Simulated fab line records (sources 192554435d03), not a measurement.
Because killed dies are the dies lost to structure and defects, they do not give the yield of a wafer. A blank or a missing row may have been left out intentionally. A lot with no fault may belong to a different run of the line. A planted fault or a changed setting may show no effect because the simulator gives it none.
The tool behind it: which one?	flow n5-finfet	Sampling: 10 lots, 30 wafers, 3 of 1938 route steps

WHAT THE GAUGES READ, wafer by wafer
N5_BEOL_M7_CD_MEAS_11: target cd 38.5 nm. Usual: cd-nm at 38.6 nm, with a standard deviation of 0.47.
lot	measured	on	cd-nm (nm)	flag
L277	day 9 17:49	cd-sem-02	39.1 37.7 39.2	
L279	day 10 08:53	cd-sem-01	38.4 38.7 38.3	
L281	day 10 12:49	cd-sem-03	38.8 38.2 38.4	
L284	day 11 00:05	cd-sem-01	38.8 38.3 38.5	
L287	day 11 21:11	cd-sem-01	38.5 39.8 39.4	
L286	day 12 03:06	cd-sem-02	39.1 38.2 38.3	
L295	day 13 17:29	cd-sem-03	38.0 38.3 37.8	
L294	day 13 19:04	cd-sem-03	39.2 39.6 38.4	
L297	day 14 13:57	cd-sem-03	39.3 39.1 38.3	
L300	day 15 04:46	cd-sem-03	38.8 38.5 39.4	

WHAT TOOL EACH LOT RAN ON (gives the tool, then ch and the chambers of the sampled wafers, and finally the start)
lot	N5_BEOL_M7_ILD_DEP_00	N5_BEOL_M7_PECVD_70
L277	pecvd-01 ch 1,2, day 9 15:43	pecvd-04 ch 0,1,2, day 9 16:19
L279	pecvd-03 ch 0,1, day 10 06:54	pecvd-04 ch 1,2, day 10 07:32
L281	pecvd-01 ch 0,1,2, day 10 10:37	pecvd-01 ch 0,1,2, day 10 11:13
L284	pecvd-03 ch 0,2, day 10 20:40	pecvd-03 ch 0,2, day 10 21:17
L287	pecvd-01 ch 0,1, day 11 19:05	pecvd-04 ch 0,1,2, day 11 20:11
L286	pecvd-01 ch 0,1, day 11 22:44	pecvd-01 ch 1,2, day 12 01:13
L295	pecvd-03 ch 0,1,2, day 13 15:20	pecvd-03 ch 0,1,2, day 13 16:25
L294	pecvd-03 ch 0,1, day 13 16:59	pecvd-04 ch 0,1, day 13 17:49
L297	pecvd-03 ch 0,1,2, day 14 11:25	pecvd-01 ch 0,1, day 14 12:01
L300	pecvd-01 ch 0,1,2, day 15 02:13	pecvd-03 ch 0,1,2, day 15 02:50
- N5_BEOL_M7_ILD_DEP_00: deposits SiCOH lowk from DEMS/porogen, target thk 179.75 nm, time 33.4 s.
- N5_BEOL_M7_PECVD_70: deposits SiO2 from TEOS/O2, target thk 20 nm, time 22.7 s.

AS READ BY THE TOOLS THEMSELVES (means over the sampled wafers that have a number; for cases with no such wafer, the mark the record gives instead)
N5_BEOL_M7_ILD_DEP_00. Usual: heater-power-w 310 W, standard deviation 42; showerhead-plenum-p-Torr 5.747 Torr, standard deviation 0.017; throttle-valve-pct 13.9 %, standard deviation 0.92.
lot	tool	heater-power-w (W)	showerhead-plenum-p-Torr (Torr)	throttle-valve-pct (%)	flag
L277	pecvd-01	332	5.744	13.4	
L279	pecvd-03	319	5.759	13.8	
L281	pecvd-01	297	5.757	14.3	
L284	pecvd-03	322	5.736	13.1	
L287	pecvd-01	303	5.759	15.4	
L286	pecvd-01	256	5.760	15.2	
L295	pecvd-03	328	5.744	13.5	
L294	pecvd-03	360	5.740	13.9	
L297	pecvd-03	318	5.750	13.6	
L300	pecvd-01	288	5.755	14.4	

N5_BEOL_M7_PECVD_70. Usual: heater-power-w 712 W, standard deviation 72; showerhead-plenum-p-Torr 8.81 Torr, standard deviation 0.07; throttle-valve-pct 22.5 %, standard deviation 1.4.
lot	tool	heater-power-w (W)	showerhead-plenum-p-Torr (Torr)	throttle-valve-pct (%)	flag
L277	pecvd-04	772	8.78	23.1	
L279	pecvd-04	755	8.75	23.0	
L281	pecvd-01	679	8.85	23.0	
L284	pecvd-03	722	8.76	21.3	
L287	pecvd-04	665	8.78	23.0	
L286	pecvd-01	718	8.83	21.6	
L295	pecvd-03	746	8.82	21.9	
L294	pecvd-04	693	8.78	23.2	
L297	pecvd-01	623	8.86	24.7	
L300	pecvd-03	691	8.81	22.0	

THE ANSWER, worked out from the rows above alone
Rule: a lot counts as off when the mean over its wafers that have a number is more than 3 standard deviations away from the usual mean. A lot without any number at a reading at which 4 lots or more have one is off too. Any other lot the step has rows for is counted as sound. After the gauges, taken in route order, come the tools' own readings; for these a lot's mean is taken, as printed above. At the first step where some lot is off, the reading lying furthest off is the one used; lots without a number count as furthest.
No lot is off on any of the readings shown, so nothing can be concluded from this.

WHAT THE SIMULATOR HAD PUT IN
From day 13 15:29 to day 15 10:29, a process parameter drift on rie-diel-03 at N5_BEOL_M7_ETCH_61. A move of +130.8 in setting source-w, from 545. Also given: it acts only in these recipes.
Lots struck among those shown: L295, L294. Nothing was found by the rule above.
